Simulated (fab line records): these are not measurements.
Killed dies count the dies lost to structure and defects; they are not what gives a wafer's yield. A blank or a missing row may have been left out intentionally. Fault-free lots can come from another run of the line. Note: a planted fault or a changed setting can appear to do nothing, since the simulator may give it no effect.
A lot that was struck, set against a sound lot || flow n5-finfet || 17 steps out of a route of 1938
Sound: the wafers L242.4, L242.5, L242.6. Wafers L258.3, L258.5, L258.6 were the ones struck. The cause comes at the end.
Order at every step that has rows: each side's tool, ch and its chambers, its first start. Under that, the readings that differ: sound wafers || struck wafers || difference of the means || sigmas: that difference in standard deviations of wafers without a fault.
alike: readings whose means differ by less than 2 such deviations, and words and numbers that are the same on both sides. not compared: withheld readings, readings that some wafer has no value for, bounds like >300 that may hide the same value, and numbers for which the record gives no deviation and whose values overlap.
A row with sigmas, a row that says differs or no value, or rows on one side alone: a step with any of these is where the two part. Non-overlapping numbers with no deviation appear without sigmas and do not part them. Lack of a reading on every wafer of one side parts them only where that side has two or more wafers.

first, 1 step without rows for these wafers: N5_BEOL_M1_ANNEAL_82 (time 240 s).
N5_BEOL_M1_SPUTTER_86: material Cu, target thk 4.5 nm, time 8.29 s.
  struck on pvd-sputter-01, day 11 00:04; sound on pvd-sputter-01, day 6 20:09
  alike: throttle-valve-pct
then, 1 step without rows for these wafers: N5_BEOL_M1_ANNEAL_87 (time 240 s).
N5_BEOL_M1_SPUTTER_88: material Cu, target thk 4.5 nm, time 8.29 s.
  struck on pvd-sputter-01, day 11 00:17; sound on pvd-sputter-01, day 6 20:22
  alike: throttle-valve-pct
N5_BEOL_M1_ANNEAL_89: time 240 s.
  struck on pvd-sputter-01, day 11 00:22; sound on pvd-sputter-01, day 6 20:27
  alike: heater-power-w
N5_BEOL_M1_SPUTTER_90: material Cu, target thk 4.5 nm, time 8.29 s.
  struck on pvd-sputter-01, day 11 00:30; sound on pvd-sputter-01, day 6 20:35
  alike: throttle-valve-pct
then, 1 step without rows for these wafers: N5_BEOL_M1_ANNEAL_91 (time 240 s).
N5_BEOL_M1_SPUTTER_92: material Cu, target thk 4.5 nm, time 8.29 s.
  struck on pvd-sputter-01, day 11 00:43; sound on pvd-sputter-01, day 6 20:49
  alike: throttle-valve-pct
then, 4 steps without rows for these wafers: N5_BEOL_M1_ANNEAL_93 (time 240 s); N5_BEOL_M1_SPUTTER_94 (material Cu, target thk 4.5 nm, time 8.29 s); N5_BEOL_M1_ANNEAL_95 (time 240 s); N5_BEOL_M1_SPUTTER_96 (material Cu, target thk 4.5 nm, time 8.29 s).
N5_BEOL_M1_ECD_50: material Cu, target thk 300 nm.
  sound on ecd-cu-01 ch 0,1, day 6 21:23; struck on ecd-cu-01 ch 0,1, day 11 01:17
then, 1 step without rows for these wafers: N5_BEOL_M1_ANNEAL_51 (time 90 s).
N5_BEOL_M1_CMP_52: polishes, stops on SiOC, t overpolish 6.8 s, target thk 40 nm.
  sound on cmp-02 ch 0,2,3, day 6 21:51; struck on cmp-04 ch 0,3, day 11 01:41
{"reading": "time-to-endpoint-s (s)", "sound": "62.7 63.0 63.6", "struck": "0.6 0.0 0.0", "difference": -62.9, "sigmas": -22}
  alike: motor-current-A
N5_BEOL_M4_RC_MEAS_101:
  the record has rows for the sound wafers here (prober-01 ch 0, day 8 10:23) and none for the struck ones
-- the record jumps here: 6 days lie between the struck wafers' starts before and after (it left off in module BEOL_M4 and takes up again in module PASSIVATION, whose first step shown is number 1936 of the route) --
N5_PASSIVATION_PROBE_49:
  struck on prober-02, day 16 23:13; sound on prober-01, day 12 13:46
{"reading": "defect-limited-yield (%)", "sound": "90.8 92.1 91.9", "struck": "0 0 0", "difference": -92, "sigmas": -57}
{"reading": "killed_at_M0_to_M3", "sound": "31 32 38", "struck": "1109 1118 1094", "difference": "+1073", "sigmas": "+99 or more"}
{"reading": "killed-dies", "sound": "109 93 95", "struck": "1180 1180 1180", "difference": "+1081", "sigmas": "+57"}
{"reading": "killed-on-rim", "sound": "12 15 10", "struck": "152 152 152", "difference": "+140", "sigmas": "+34"}
{"reading": "sort_bin_5_function (%)", "sound": "5.3 4.2 4.5", "struck": "96.2 97.0 96.3", "difference": "+91.8", "sigmas": "+92"}
{"reading": "sort-n-pass", "sound": "1071 1087 1085", "struck": "0 0 0", "difference": -1081, "sigmas": -57}
{"reading": "sort-yield-pct (%)", "sound": "90.8 92.1 91.9", "struck": "0 0 0", "difference": -92, "sigmas": -57}
  alike: killed_at_M4_up, killed-at-contacts, killed-at-front-end, killed-at-other, killed-open, killed-short, sort_bin_6_memory

== WHERE THEY PART ==
Last at N5_PASSIVATION_PROBE_49 as far as this record goes, first at N5_BEOL_M1_CMP_52.

WHY: what had been put in by the simulator
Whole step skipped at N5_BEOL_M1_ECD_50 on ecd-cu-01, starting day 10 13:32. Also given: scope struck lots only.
